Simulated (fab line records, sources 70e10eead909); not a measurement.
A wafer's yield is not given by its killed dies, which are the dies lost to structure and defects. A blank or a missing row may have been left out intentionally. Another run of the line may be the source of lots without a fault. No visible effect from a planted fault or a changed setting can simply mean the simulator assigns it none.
Chamber matching | flow nand-harc | NHARC_A_CHANNEL_HOLE_D1_ETCH_44 on rie-diel-03 has 4 sister chambers
The step etches the open film in CF4/O2, target depth 140 nm, overetch 14 nm, time 77 s. 8 wafers are shown with their chamber, then 9 later ones without.

== EACH WAFER AND ITS CHAMBER ==
wafer  | chamber | drypump-motor-current-A (A) | showerhead-plenum-p-Torr (Torr)
L602.4 | 0       | 5.4                         | 1.31
L602.5 | 1       | 4.9                         | 1.30
L608.2 | 1       | 4.8                         | 1.30
L608.4 | 3       | 4.9                         | 1.35
L608.5 | 2       | 6.6                         | 1.40
L610.1 | 3       | 4.9                         | 1.36
L610.3 | 2       | 6.6                         | 1.39
L610.4 | 0       | 5.4                         | 1.31

== WAFERS WHOSE CHAMBER IS MISSING ==
wafer  | drypump-motor-current-A (A) | showerhead-plenum-p-Torr (Torr)
L612.1 | 5.4                         | 1.31
L612.2 | 4.9                         | 1.35
L612.4 | 6.6                         | 1.39
L613.1 | 5.4                         | 1.30
L613.3 | 4.9                         | 1.29
L613.5 | 4.9                         | 1.29
L617.2 | 5.4                         | 1.30
L617.3 | 4.8                         | 1.29
L617.4 | 6.6                         | 1.39

== CHAMBER TAKEN BY EACH ==
wafer  | from the rows above | in truth
L612.1 | 0                   | 0
L612.2 | 3                   | 3
L612.4 | 2                   | 2
L613.1 | 0                   | 0
L613.3 | 1                   | 1
L613.5 | 1                   | 1
L617.2 | 0                   | 0
L617.3 | 1                   | 1
L617.4 | 2                   | 2
Placed correctly: 9 of 9. Can't be placed from these rows: 0. 0 placed wrongly.
How it was worked out, from the rows above alone: a wafer's distance from a chamber is the root of the sum, over the readings, of the square of ((its reading less the chamber's mean) divided by the reading's scatter). The wafer belongs to the nearest chamber; if the next one is less than 2 further off, it can't be placed. A chamber's mean is the mean of its shown wafers. The scatter: take each reading less its chamber's mean, square it, sum over the shown wafers, divide by the number of wafers less the number of chambers, and take the root.
